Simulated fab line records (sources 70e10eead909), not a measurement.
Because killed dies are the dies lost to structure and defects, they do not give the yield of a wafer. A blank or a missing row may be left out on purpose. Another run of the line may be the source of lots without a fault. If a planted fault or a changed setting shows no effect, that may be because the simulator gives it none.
A lot that was struck, set against a sound lot || flow nand-harc || 40 out of 1302 route steps
Sound: the wafers L248.1, L248.3, L248.4. Wafers L261.1, L261.3, L261.6 were the ones struck. The cause comes at the end.
Each step with rows lists, per side, the tool, then ch with its chambers, then its first start. Under that, the readings that differ: sound wafers || struck wafers || difference of the means || sigmas: that difference in standard deviations of wafers without a fault.
alike: a reading whose means differ by less than 2 such deviations, as well as words and numbers matching on both sides. not compared: withheld readings; readings where some wafer has no value; bounds like >300 that might hide an equal value; numbers whose values overlap and for which the record gives no deviation.
The two part at a step that has a row with sigmas, a row that says differs or no value, or rows on one side only. Non-overlapping numbers with no deviation appear without sigmas and do not part them. A reading that every wafer of one side lacks parts them only if that side has two wafers or more.

NHARC_A_SGD_CUT_STRIP_17: strips in O2.
  sound: rie-diel-06 ch 0,1,2; struck: rie-diel-08 ch 0,2,3
  alike: drypump-motor-current-A, oes-product-au, rf-vpp-V, showerhead-plenum-p-Torr, throttle-valve-pct
  not compared: rf-hours-counter-h
then, 5 steps without rows for these wafers: NHARC_A_SGD_CUT_PRECLEAN_18 (cleans in SC1); NHARC_A_SGD_CUT_SRD_19; NHARC_A_SGD_CUT_DEP_20 (deposits SiO2, target thk 150 nm); NHARC_A_SGD_CUT_ANNEAL_27 (time 1800 s); NHARC_A_SGD_CUT_CMP_21 (polishes, target thk 148.19 nm).
NHARC_A_SGD_CUT_THK_MEAS_22: measures by ellipsometry.
  sound: film-metro-01 at day 19 23:19; struck: film-metro-01 at day 25 22:38
  alike: thk-nm
then, 2 steps without rows for these wafers: NHARC_A_SGD_CUT_SRD_23; NHARC_A_SGD_CUT_ETCH_26 (etches SiO2 in dHF, target depth 45.8 nm).
NHARC_A_SGD_CUT_ETCHBACK_24: etches the open film in CH3F/O2, target depth 50 nm, time 92.857 s.
  sound on rie-diel-02 ch 0,1,2, day 19 23:36; struck on rie-diel-06 ch 0,1,2, day 25 22:52
  alike: drypump-motor-current-A, oes-product-au, rf-vpp-V, showerhead-plenum-p-Torr, throttle-valve-pct
  not compared: rf-hours-counter-h
then, 1 step without rows for these wafers: NHARC_A_SGD_CUT_STRIP_28 (strips in O2, time 20 s).
NHARC_A_SGD_CUT_INSPECT_25:
  sound: defect-inspect-01 at day 19 23:50; struck: defect-inspect-01 at day 25 23:19
  alike: raw-defect-count
NHARC_A_SLIT_DEP_25: deposits SiO2, target thk 200 nm.
  sound on pecvd-02 ch 0,1,2, day 19 23:58; struck on pecvd-03 ch 0,1,2, day 25 23:26
  alike: heater-power-outer-w, heater-power-w, throttle-valve-pct
NHARC_A_SLIT_DEP_00: deposits aC, target thk 6200 nm.
  sound on acl-dep-03 ch 0, day 20 03:48; struck on acl-dep-03 ch 0, day 26 04:50
  alike: throttle-valve-pct
NHARC_A_SLIT_DEP_23: deposits SiON, target thk 100 nm.
  sound on pecvd-02 ch 1,2, day 20 07:37; struck on pecvd-04 ch 0,1, day 26 08:35
{"reading": "heater-power-outer-w (W)", "sound": "377 300 300", "struck": "486 592 588", "difference": "+230", "sigmas": "+3"}
{"reading": "heater-power-w (W)", "sound": "620 553 554", "struck": "734 986 980", "difference": "+324", "sigmas": "+3"}
then, 8 steps without rows for these wafers: NHARC_A_SLIT_DEHYDRATE_01 (time 120 s); NHARC_A_SLIT_HMDS_02 (time 30 s); NHARC_A_SLIT_COAT_03 (resist thk 90 nm); NHARC_A_SLIT_SOFTBAKE_04 (time 55 s); NHARC_A_SLIT_EBR_05; NHARC_A_SLIT_EXPOSE_06 (exposes mask SLIT); NHARC_A_SLIT_PEB_07 (peb time 65 s); NHARC_A_SLIT_DEVELOP_08 (develop time 35 s).
NHARC_A_SLIT_CD_MEAS_09: the cd target is 300 nm.
  sound on cd-sem-01 ch 0, day 20 08:17; struck on cd-sem-01 ch 0, day 26 09:14
  alike: cd-nm
NHARC_A_SLIT_OVL_MEAS_10:
  sound: overlay-02 at day 20 08:23; struck: overlay-02 at day 26 09:19
  alike: overlay-x-nm, overlay-y-nm
then, 4 steps without rows for these wafers: NHARC_A_SLIT_DESCUM_14 (chemistry O2, time 3 s); NHARC_A_SLIT_ETCH_24 (etches the open film in CF4/CHF3, target depth 121 nm, time 60.5 s); NHARC_A_SLIT_ETCH_15 (etches the open film in O2/COS, target depth 6200 nm, time 1612 s); NHARC_A_SLIT_ETCH_17 (etches the open film in C4F8/O2/Ar, time 4254.5 s, target depth 20300 nm).
NHARC_A_SLIT_ETCH_26: etches the open film in C4F8/O2/Ar, time 90 s, target depth 400 nm.
  sound on har-etch-02 ch 0,1, day 20 16:23; struck on har-etch-01 ch 0,1, day 26 15:03
{"reading": "showerhead-plenum-p-Torr (Torr)", "sound": "3.95 3.95 3.92", "struck": "3.63 3.63 3.63", "difference": -0.31, "sigmas": -2}
  alike: drypump-motor-current-A, throttle-valve-pct
  not compared: rf-hours-counter-h
then, 5 steps without rows for these wafers: NHARC_A_SLIT_STRIP_28 (strips in O2/COS); NHARC_A_SLIT_ETCH_29 (etches the open film in CF4/O2, target depth 100 nm, overetch 10 nm, time 55 s); NHARC_A_SLIT_STRIP_18 (strips in O2); NHARC_A_SLIT_PRECLEAN_19 (cleans in SC1); NHARC_A_SLIT_SRD_20.
NHARC_A_SLIT_CD_MEAS_21:
  sound: cd-sem-03 at day 20 17:46; struck: cd-sem-03 at day 26 16:44
  alike: cd-nm
then, 3 steps without rows for these wafers: NHARC_A_SIN_REMOVE_WET_00 (chemistry H3PO4, time 15300 s); NHARC_A_SIN_REMOVE_PRECLEAN_01 (cleans in SC1); NHARC_A_SIN_REMOVE_SRD_02.
-- the record jumps here: 4 days lie between the struck wafers' starts before and after (it left off in module A_SIN_REMOVE and takes up again in module END, whose first step shown is number 1302 of the route) --
NHARC_END_SORT_01:
  here the record holds rows for the struck wafers (prober-02 ch 0, day 31 04:23) but none for the sound ones

WHERE THEY PART
Last at NHARC_END_SORT_01 as far as this record goes, first at NHARC_A_SLIT_DEP_23.

WHY: whatever the simulator had introduced
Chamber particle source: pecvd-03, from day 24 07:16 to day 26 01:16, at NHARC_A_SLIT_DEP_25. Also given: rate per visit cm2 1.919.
